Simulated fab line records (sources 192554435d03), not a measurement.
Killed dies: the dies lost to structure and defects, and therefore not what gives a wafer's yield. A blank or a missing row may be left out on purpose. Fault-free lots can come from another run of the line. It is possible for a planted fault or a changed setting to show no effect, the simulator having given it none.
Chamber matching | flow n5-finfet | 3 sister chambers for N5_BEOL_M8_DEP_56 on pecvd-03
The step deposits SiCN from 3MS/NH3, target thk 10 nm, time 17.5 s. 6 wafers are shown with their chamber, then 12 later ones without.

## EACH WAFER AND ITS CHAMBER
wafer  | chamber | throttle-valve-pct (%) | showerhead-plenum-p-Torr (Torr)
L093.2 | 2       | 8.0                    | 3.638
L091.2 | 0       | 9.9                    | 3.691
L091.5 | 0       | 10.1                   | 3.684
L092.2 | 1       | 8.2                    | 3.684
L092.4 | 1       | 8.1                    | 3.679
L092.6 | 2       | 8.2                    | 3.658

## WAFERS WITH NO CHAMBER GIVEN
wafer  | throttle-valve-pct (%) | showerhead-plenum-p-Torr (Torr)
L094.2 | 8.0                    | 3.676
L094.3 | 8.0                    | 3.659
L094.4 | 8.2                    | 3.657
L095.1 | 8.3                    | 3.648
L095.3 | 10.0                   | 3.696
L095.5 | 9.9                    | 3.682
L097.2 | 10.3                   | 3.691
L097.3 | 8.3                    | 3.679
L097.5 | 8.0                    | 3.651
L096.1 | 8.2                    | 3.656
L096.3 | 9.9                    | 3.686
L096.5 | 9.7                    | 3.683

## EACH ONE'S CHAMBER
wafer  | from the rows above     | in truth
L094.2 | can't be placed: 1 or 2 | 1
L094.3 | can't be placed: 2 or 1 | 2
L094.4 | can't be placed: 2 or 1 | 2
L095.1 | 2                       | 2
L095.3 | 0                       | 0
L095.5 | 0                       | 0
L097.2 | 0                       | 0
L097.3 | 1                       | 1
L097.5 | 2                       | 2
L096.1 | can't be placed: 2 or 1 | 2
L096.3 | 0                       | 0
L096.5 | 0                       | 0
Correctly placed: 8 of 12. From these rows, 4 cannot be placed; in 4 the true chamber is one of the candidates. Wrongly placed: 0.
How it was worked out, from the rows above alone: a wafer's distance from a chamber is the root of the sum, over the readings, of the square of ((its reading less the chamber's mean) divided by the reading's scatter). If the next closest chamber is less than 2 further off than the closest, the wafer can't be placed; otherwise it belongs to the closest. Each chamber's mean is taken over the wafers shown for it. How the scatter is found: for the shown wafers, subtract from each reading the mean of its chamber, square and add these, divide the total by (wafers less chambers), then take the root.
